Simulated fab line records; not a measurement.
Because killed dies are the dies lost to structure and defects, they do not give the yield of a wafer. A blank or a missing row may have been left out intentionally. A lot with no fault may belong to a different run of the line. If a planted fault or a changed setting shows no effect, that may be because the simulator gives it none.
Commonality check across tools + flow n5-finfet + 9 lots, 27 wafers sampled

WHY THIS WAS OPENED
At N5_BEOL_M5_OVL_MEAS_12 the reading M5_OVL is flagged on 2 of 9 lots. Wafers without a fault read -0.1 nm, standard deviation 0.65.
Rule: a lot is flagged when every wafer of it that has a number lies more than 4 standard deviations from that mean, or none has a number. All remaining lots are regarded as sound.

| lot  | measured     | on         | M5_OVL (nm), wafer by wafer | flag    |
|------|--------------|------------|-----------------------------|---------|
| L407 | day 8 04:49  | overlay-02 | -0.7 0.1 0.3                |         |
| L406 | day 8 07:58  | overlay-02 | 0.5 0.6 0.3                 |         |
| L408 | day 8 13:40  | overlay-02 | 0.4 -0.2 -0.3               |         |
| L410 | day 9 01:34  | overlay-01 | 11.2 10.9 10.6              | FLAGGED |
| L413 | day 9 19:52  | overlay-02 | -1.1 0.4 0.8                |         |
| L414 | day 10 04:35 | overlay-02 | 12.0 12.1 11.7              | FLAGGED |
| L417 | day 11 02:37 | overlay-01 | -0.3 -2.2 -0.5              |         |
| L421 | day 12 02:20 | overlay-02 | -0.5 0.2 0.0                |         |
| L427 | day 13 12:50 | overlay-02 | -0.2 1.1 0.0                |         |
On average the flagged lots' numbers are 11.4 nm, which is +11.5 nm against the usual, or +18 standard deviations.

EACH LOT AND THE TOOL IT RAN ON
The record keeps 1 process step preceding the reading, out of 1938 steps on the route. Every cell lists first the tool, next ch and the chambers used by the sampled wafers, and last the start.
| lot  | flag    | N5_BEOL_M5_EXPOSE_08              |
|------|---------|-----------------------------------|
| L407 |         | euv-scanner-01 ch 0, day 8 04:39  |
| L406 |         | euv-scanner-02 ch 0, day 8 07:48  |
| L408 |         | euv-scanner-02 ch 0, day 8 13:31  |
| L410 | FLAGGED | euv-scanner-02 ch 0, day 9 01:24  |
| L413 |         | euv-scanner-01 ch 0, day 9 19:42  |
| L414 | FLAGGED | euv-scanner-02 ch 0, day 10 04:26 |
| L417 |         | euv-scanner-01 ch 0, day 11 02:28 |
| L421 |         | euv-scanner-01 ch 0, day 12 02:10 |
| L427 |         | euv-scanner-01 ch 0, day 13 12:41 |
What is done by these steps:
- N5_BEOL_M5_EXPOSE_08: exposes mask M5, target cd 28 nm.
- N5_BEOL_M5_OVL_MEAS_12

FLAGGED AGAINST TOTAL, ONE TOOL AT A TIME (gauges that did the reading follow at the end)
| step                   | tool           | lots run | flagged | share of the flagged lots | sound lots run after its first flagged lot |
|------------------------|----------------|----------|---------|---------------------------|--------------------------------------------|
| N5_BEOL_M5_EXPOSE_08   | euv-scanner-01 | 5        | 0       | none                      | -                                          |
| N5_BEOL_M5_EXPOSE_08   | euv-scanner-02 | 4        | 2       | all                       | 0                                          |
| N5_BEOL_M5_OVL_MEAS_12 | overlay-01     | 2        | 1       | some                      | 1 (L417)                                   |
| N5_BEOL_M5_OVL_MEAS_12 | overlay-02     | 7        | 1       | some                      | 2 (L421,L427)                              |

WHAT THE TABLE ALLOWS
In the table, 1 row covers all flagged lots: euv-scanner-02 at N5_BEOL_M5_EXPOSE_08.
- euv-scanner-02 at N5_BEOL_M5_EXPOSE_08: 2 of its 4 lots flagged. Last sound lot L408 at day 8 13:31, first flagged lot L410 at day 9 01:24; a fault beginning in between fits.
One tool is left: euv-scanner-02 at N5_BEOL_M5_EXPOSE_08.

WHAT WAS PUT IN BY THE SIMULATOR
Scanner matching overlay: euv-scanner-02, from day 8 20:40 on, at N5_BEOL_M5_EXPOSE_08. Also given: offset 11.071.
Lots struck among those shown: L410, L414. The rule given above showed the same thing.
